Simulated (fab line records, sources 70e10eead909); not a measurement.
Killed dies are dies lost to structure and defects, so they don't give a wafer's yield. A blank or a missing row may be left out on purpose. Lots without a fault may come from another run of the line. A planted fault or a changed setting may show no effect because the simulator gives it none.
Chamber matching | flow nand_harc | NHARC_A_CHANNEL_FILL_D2_ALD_25 on ald_hk-04: 4 sister chambers
The step deposits SiOx, target thk 60 nm, pulse time 10 s, ald cycles 600. 14 wafers are shown with their chamber, then 7 later ones without.

WAFERS WITH THEIR CHAMBER
wafer  | chamber | heater_power_w (W) | precursor_pulse_height_rel
L075.4 | 1       | 478                | 1.025
L075.2 | 0       | 649                | 1.003
L075.6 | 2       | 408                | 1.031
L084.1 | 2       | 415                | 1.021
L084.2 | 1       | 474                | 1.013
L084.6 | 1       | 465                | 1.026
L085.1 | 0       | 594                | 0.988
L085.2 | 3       | 477                | 0.981
L085.5 | 2       | 417                | 0.991
L091.1 | 3       | 488                | 0.981
L091.4 | 0       | 609                | 1.007
L091.6 | 0       | 602                | 1.021
L092.3 | 1       | 479                | 1.032
L092.4 | 3       | 474                | 1.049

SIGNATURES (means of the wafers above)
reading                    | chamber 0 | chamber 1 | chamber 2 | chamber 3 | scatter within a chamber
heater_power_w             | 613.50    | 474.00    | 413.33    | 479.67    | 14.4
precursor_pulse_height_rel | 1.00475   | 1.02400   | 1.01433   | 1.00367   | 0.0217
Rule: a wafer's distance from a chamber is the root of the sum, over the readings, of the square of ((its reading less the chamber's mean) divided by the reading's scatter). The wafer belongs to the nearest chamber; if the next one is less than 2 further off, it can't be placed. The scatter: the root of (the sum of the squares of (reading less its chamber's mean) over the shown wafers, divided by (wafers less chambers)).

WAFERS WITHOUT THEIR CHAMBER
wafer  | heater_power_w (W) | precursor_pulse_height_rel
L092.6 | 480                | 0.956
L096.2 | 426                | 1.009
L096.4 | 618                | 0.992
L096.6 | 424                | 1.008
L097.4 | 424                | 0.995
L097.5 | 466                | 1.000
L097.6 | 426                | 1.022

WHICH CHAMBER EACH WENT THROUGH
wafer  | from the rows above     | in truth
L092.6 | can't be placed: 3 or 1 | 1
L096.2 | 2                       | 2
L096.4 | 0                       | 0
L096.6 | 2                       | 2
L097.4 | 2                       | 2
L097.5 | can't be placed: 3 or 1 | 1
L097.6 | 2                       | 2
Placed correctly: 5 of 7. Can't be placed from these rows: 2 (the true chamber is among the candidates in 2). Placed wrongly: 0.
